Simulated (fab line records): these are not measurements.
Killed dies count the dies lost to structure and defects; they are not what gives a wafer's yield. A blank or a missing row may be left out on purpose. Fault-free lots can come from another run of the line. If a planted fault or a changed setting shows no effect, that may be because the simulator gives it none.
Split-lot experiment + flow n5Finfet + 7 lots, 21 wafers read, on a route of 1938 steps

## SPLIT DETAILS
At N5_BEOL_M3_COAT_68 (time 60 s, resist thk 12 nm), the setting spinRpm was moved away from the recipe's 1500 rpm on 9 of the 21 wafers read, by -10.1% to +9.1%. All remaining wafers had this setting at the recipe value.

## FROM THE SPLIT TO THE READING: what the file shows between them, 8 steps
- N5_BEOL_M3_EXPOSE_25: exposes mask V2, defocus 5 nm (also split here: doseMj)
- N5_BEOL_M3_PEB_26: peb time 60 s
- N5_BEOL_M3_DEVELOP_27: develop time 30 s
- N5_BEOL_M3_CD_MEAS_28: target cd 25.7 nm, target cd y 23.3 nm
- N5_BEOL_M3_ETCH_77: etches underlayer in N2/H2, target depth 6.5 nm, time 5.2 s (also split here: h2FlowSccm)
- N5_BEOL_M3_ETCH_69: etches SiARC in CF4, target depth 15.6 nm, time 26 s
- N5_BEOL_M3_ALD_98: deposits SiO2, target thk 2.5 nm, pulse time 1 s, co reactant pulse time 1 s
- N5_BEOL_M3_ETCHBACK_99: etches SiO2 in CHF3, target depth 5 nm, time 10.4 s

## THE READING
SiARC_of_BEOL_M3_COAT_68.thkNm (the simulator's own value, which no gauge read), in nm, at N5_BEOL_M3_ETCH_70 (etches SOC in N2/H2, target depth 80 nm, overetch 16 nm, time 120 s). No usual value for it is given in the file. Average 6.2 nm, standard deviation 0.17 nm, over the 12 wafers here run with the recipe.

| wafer  | tool, chamber at the split | spinRpm as run, rpm | against the recipe | SiARC_of_BEOL_M3_COAT_68.thkNm, nm | against lot-mates on the recipe |
|--------|----------------------------|---------------------|--------------------|------------------------------------|---------------------------------|
| L074.3 | lithoTrack-01, 0           | 1500                | recipe             | 6.2                                | -                               |
| L074.5 | lithoTrack-01, 0           | 1500                | recipe             | 6.2                                | -                               |
| L074.6 | lithoTrack-01, 0           | 1500                | recipe             | 6.2                                | -                               |
| L076.1 | lithoTrack-04, 0           | 1349                | -10.1%             | 7.2                                | +1.1                            |
| L076.3 | lithoTrack-04, 0           | 1500                | recipe             | 6.2                                | -                               |
| L076.5 | lithoTrack-04, 0           | 1500                | recipe             | 6                                  | -                               |
| L080.1 | lithoTrack-03, 0           | 1500                | recipe             | 6.4                                | -                               |
| L080.3 | lithoTrack-03, 0           | 1549                | +3.3%              | 5.8                                | -0.5                            |
| L080.4 | lithoTrack-03, 0           | 1500                | recipe             | 6.2                                | -                               |
| L083.1 | lithoTrack-04, 0           | 1579                | +5.3%              | 6                                  | -0.2                            |
| L083.4 | lithoTrack-04, 0           | 1500                | recipe             | 6.2                                | -                               |
| L083.5 | lithoTrack-04, 0           | 1579                | +5.3%              | 6.2                                | +0.0                            |
| L087.1 | lithoTrack-01, 0           | 1364                | -9.1%              | 6.6                                | no lot-mate on the recipe       |
| L087.5 | lithoTrack-01, 0           | 1364                | -9.1%              | 6.6                                | no lot-mate on the recipe       |
| L087.6 | lithoTrack-01, 0           | 1364                | -9.1%              | 7                                  | no lot-mate on the recipe       |
| L090.1 | lithoTrack-03, 0           | 1500                | recipe             | 6.4                                | -                               |
| L090.5 | lithoTrack-03, 0           | 1500                | recipe             | 6.6                                | -                               |
| L090.6 | lithoTrack-03, 0           | 1637                | +9.1%              | 6                                  | -0.5                            |
| L093.2 | lithoTrack-03, 0           | 1500                | recipe             | 6                                  | -                               |
| L093.6 | lithoTrack-03, 0           | 1500                | recipe             | 6                                  | -                               |
| L093.4 | lithoTrack-03, 0           | 1375                | -8.3%              | 6.8                                | +0.8                            |

THE FIT
A straight line over all 21 wafers: SiARC_of_BEOL_M3_COAT_68.thkNm changes by -0.0571 nm for each +1% of spinRpm; r = -0.82; the points scatter about the line by 0.21 nm.
The same after taking each lot's own level away (the mean of its wafers on the recipe; 18 wafers): -0.0789 nm for each +1%; r = -0.91; scatter 0.17 nm.
The reading moves by 0.79 nm for the largest change in spinRpm, on that fit.
The lots' own levels span 6.00 to 6.50 nm, that is 2.9 times the standard deviation above.
In other words, the slope is changed by the lot-to-lot level; the two fits disagree.
Check: +0.695 nm against its lot-mates is what the line predicts for one of the wafers moved furthest among these (-10.1%) when that wafer is left out of the fit. Against them it came out at +1.1 nm.

## FURTHER SPLITS ON THESE WAFERS
These wafers also went through other splits before the reading. Each is held against what the fit with the lots' levels taken away leaves over:
| other split on the same wafers  | wafers away from the commonest value | r with SiARC_of_BEOL_M3_COAT_68.thkNm (lot level and that fit taken away) |
|---------------------------------|--------------------------------------|---------------------------------------------------------------------------|
| N5_BEOL_M2_TRENCH_ETCH_37 biasW | 8                                    | +0.08                                                                     |
| N5_BEOL_M3_EXPOSE_25 doseMj     | 7                                    | +0.35                                                                     |
| N5_BEOL_M3_ETCH_77 h2FlowSccm   | 8                                    | +0.41                                                                     |

## THE WHOLE CHAIN: every reading that the file lists as answering this split, in the file's order
| step               | what it does                                                        | reading                                                                         | change (the file's fit)                | r (the file's) |
|--------------------|---------------------------------------------------------------------|---------------------------------------------------------------------------------|----------------------------------------|----------------|
| N5_BEOL_M3_COAT_68 | time 60 s, resist thk 12 nm                                         | SiARC_of_BEOL_M3_COAT_68.thkNm (the simulator's own value, which no gauge read) | -0.0578 nm for each +1% of the setting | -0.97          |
| N5_BEOL_M3_ETCH_69 | etches SiARC in CF4, target depth 15.6 nm, time 26 s                | etch.depthNm (the simulator's own value, which no gauge read)                   | -0.0616 nm for each +1% of the setting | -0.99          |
| N5_BEOL_M3_ETCH_70 | etches SOC in N2/H2, target depth 80 nm, overetch 16 nm, time 120 s | SiARC_of_BEOL_M3_COAT_68.thkNm (the simulator's own value, which no gauge read) | -0.0836 nm for each +1% of the setting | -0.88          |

## FILE'S OWN FIT
SiARC_of_BEOL_M3_COAT_68.thkNm changes by -0.0836 nm for each +1% of spinRpm, r = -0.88.
